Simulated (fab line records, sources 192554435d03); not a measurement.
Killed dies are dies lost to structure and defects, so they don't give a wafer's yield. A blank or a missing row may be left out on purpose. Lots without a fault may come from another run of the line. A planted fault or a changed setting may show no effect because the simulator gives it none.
One fault seen from 2 desks | flow n5_finfet | each desk has only its own numbers; what lay behind them comes last

THE TOOL OWNER'S DESK: euv_scanner-02
The tool's own readings at N5_BEOL_M3_EXPOSE_25 (exposes mask V2, defocus 5 nm): means of the sampled wafers that have a number, for each lot that ran on this tool. A lot is out of limits, marked OUT, if its mean lies more than 4 standard deviations from the usual mean; the brackets give that distance.
Columns: A = exposure_dose_mJ_cm2 at N5_BEOL_M3_EXPOSE_25, usual 62.87
lot  | first seen here | A
L492 | day 7 14:25     | 62.85
L494 | day 7 20:51     | 62.80
L497 | day 8 17:34     | 62.75
L500 | day 9 12:10     | 66.98 (+37) OUT
L499 | day 9 12:13     | 66.97 (+37) OUT
L501 | day 9 12:28     | 65.48 (+24) OUT
L502 | day 9 17:38     | 64.91 (+19) OUT
This desk's finding: out of limits on L499, L500, L501, L502; first on L500, day 9 12:10 (exposure_dose_mJ_cm2 at N5_BEOL_M3_EXPOSE_25). In limits: L492, L494, L497.

THE METROLOGY DESK
What the gauges read, lot by lot, whatever tool the lot ran on: means of the sampled wafers that have a number. A lot is out of limits, marked OUT, if its mean lies more than 4 standard deviations from the usual mean; the brackets give that distance. Of its 11 readings 7 are shown: the one that was out of limits first, and those that lie furthest out on some lot.
Columns: A = cd_nm at N5_BEOL_M3_CD_MEAS_28, usual 25.74 nm; B = DIBL_N at N5_BEOL_M4_RC_MEAS_101, usual 36.8 mV/V; C = IOFF_P at N5_BEOL_M4_RC_MEAS_101, usual 0.23 nA/um; D = ION_P at N5_BEOL_M4_RC_MEAS_101, usual 466 uA/um; E = SS_P at N5_BEOL_M4_RC_MEAS_101, usual 73.5 mV/dec; F = VT_N at N5_BEOL_M4_RC_MEAS_101, usual 248 mV; G = VT_P at N5_BEOL_M4_RC_MEAS_101, usual -249 mV
lot  | first seen here | A                | B    | C    | D   | E    | F   | G
L492 | day 7 14:34     | 25.64            | 37.2 | 0.20 | 458 | 73.5 | 250 | -253
L494 | day 7 21:00     | 25.61            | 36.6 | 0.21 | 459 | 73.4 | 247 | -252
L497 | day 8 17:43     | 26.11            | 37.4 | 0.21 | 466 | 73.6 | 249 | -250
L500 | day 9 12:18     | 26.85 (+4.6) OUT | 36.0 | 0.24 | 468 | 73.5 | 249 | -246
L499 | day 9 12:22     | 26.88 (+4.8) OUT | 36.1 | 0.24 | 465 | 73.5 | 248 | -251
L501 | day 9 12:36     | 26.73 (+4.1) OUT | 40.4 | 0.31 | 475 | 74.2 | 246 | -243
L502 | day 9 17:46     | 26.19            | 37.3 | 0.30 | 481 | 73.8 | 248 | -242
L503 | day 10 05:36    | 25.72            | 35.6 | 0.20 | 468 | 72.3 | 250 | -250
L507 | day 10 21:35    | 25.56            | 37.0 | 0.17 | 452 | 73.0 | 251 | -254
L514 | day 12 19:04    | 26.04            | 37.2 | 0.29 | 480 | 74.2 | 242 | -242
This desk's finding: out of limits on L499, L500, L501; first on L500, day 9 12:18 (cd_nm at N5_BEOL_M3_CD_MEAS_28). In limits: L492, L494, L497, L502, L503, L507, L514.

PUT TOGETHER
The tool owner's desk could have raised an alarm at day 9 12:10, on L499, L500, L501, L502.
The metrology desk could have raised an alarm at day 9 12:18, on L499, L500, L501.
The metrology desk has L502 on record, within its limits.
Of the lots named, all ran N5_BEOL_M3_EXPOSE_25 on euv_scanner-02.

WHAT THE SIMULATOR HAD PUT IN
Process parameter drift: euv_scanner-02, from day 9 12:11 on, at N5_BEOL_M3_EXPOSE_25. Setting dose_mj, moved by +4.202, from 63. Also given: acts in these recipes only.
Lots struck among those shown: L499, L500, L501, L502.
